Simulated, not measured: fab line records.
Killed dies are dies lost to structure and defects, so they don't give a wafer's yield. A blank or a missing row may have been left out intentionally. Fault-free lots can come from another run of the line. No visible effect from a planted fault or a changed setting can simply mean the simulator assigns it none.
Lot-split experiment	flow n5Finfet	route with 1938 steps; 7 lots, 21 wafers read

== THE SPLIT ==
At N5_BEOL_M9_EXPOSE_25 (exposes mask V8), the setting doseMj was moved away from the recipe's 37.25 on 6 of the 21 wafers read, by -5.9% to +7.5%. All remaining wafers had this setting at the recipe value.

== FROM THE SPLIT TO THE READING: what the file shows between them, 2 steps ==
- N5_BEOL_M9_PEB_26: peb time 60 s
- N5_BEOL_M9_DEVELOP_27: develop time 30 s

== THE READING ==
cdNm at N5_BEOL_M9_CD_MEAS_28, given in nm (cd target 70 nm). On this fab line, fault-free wafers typically give 70.05 nm with a standard deviation of 0.3 nm.

wafer	tool, chamber at the split	doseMj as run	against the recipe	cdNm, nm	against lot-mates on the recipe
L077.3	euvScanner-02, 0	40.04	+7.5%	71.72	+1.57
L077.4	euvScanner-02, 0	37.25	recipe	70.22	-
L077.5	euvScanner-02, 0	37.25	recipe	70.08	-
L079.3	euvScanner-02, 0	37.25	recipe	70.42	-
L079.4	euvScanner-02, 0	37.25	recipe	70.12	-
L079.6	euvScanner-02, 0	37.25	recipe	70.15	-
L080.2	euvScanner-02, 0	37.25	recipe	70.54	-
L080.3	euvScanner-02, 0	38.78	+4.1%	71.16	+0.62
L080.6	euvScanner-02, 0	38.78	+4.1%	71.43	+0.89
L083.2	euvScanner-01, 0	37.25	recipe	69.95	-
L083.3	euvScanner-01, 0	37.25	recipe	69.98	-
L083.6	euvScanner-01, 0	37.25	recipe	70.06	-
L087.3	euvScanner-01, 0	37.25	recipe	70.18	-
L087.4	euvScanner-01, 0	37.25	recipe	69.95	-
L087.5	euvScanner-01, 0	37.25	recipe	69.83	-
L090.2	euvScanner-01, 0	35.99	-3.4%	69.30	-0.75
L090.4	euvScanner-01, 0	37.25	recipe	70.05	-
L090.6	euvScanner-01, 0	35.99	-3.4%	69.50	-0.55
L094.2	euvScanner-01, 0	37.25	recipe	70.12	-
L094.4	euvScanner-01, 0	37.25	recipe	70.08	-
L094.6	euvScanner-01, 0	35.05	-5.9%	68.91	-1.19

FIT RESULTS
A straight line over all 21 wafers: cdNm changes by +0.227 nm for each +1% of doseMj; r = +0.96; the points scatter about the line by 0.18 nm.
The same after taking each lot's own level away (the mean of its wafers on the recipe; 21 wafers): +0.199 nm for each +1%; r = +0.98; scatter 0.1 nm.
According to that fit, moving doseMj by its largest amount changes the reading by 1.5 nm.
The span of the lots' own levels, 69.987 to 70.540 nm, comes to 1.8 times the standard deviation stated above.
So the lot-to-lot level changes the slope: the two fits differ.
Check: +1.43 nm against its lot-mates is what the line predicts for one of the wafers moved furthest among these (+7.5%) when that wafer is left out of the fit. It came out at +1.57 nm against them.

== FURTHER SPLITS ON THESE WAFERS ==
These wafers also went through other splits before the reading. Each is held against what the fit with the lots' levels taken away leaves over:
other split on the same wafers	wafers away from the commonest value	r with cdNm (lot level and that fit taken away)
N5_BEOL_M7_EXPOSE_08 doseMj	10	+0.32
N5_BEOL_M8_PECVD_70 tempC	8	+0.06
N5_BEOL_M9_COAT_60 spinRpm	7	+0.24
N5_BEOL_M9_COAT_05 spinRpm	7	-0.02

== FILE'S OWN FIT ==
cdNm changes by +0.202 nm for each +1% of doseMj, r = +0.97.
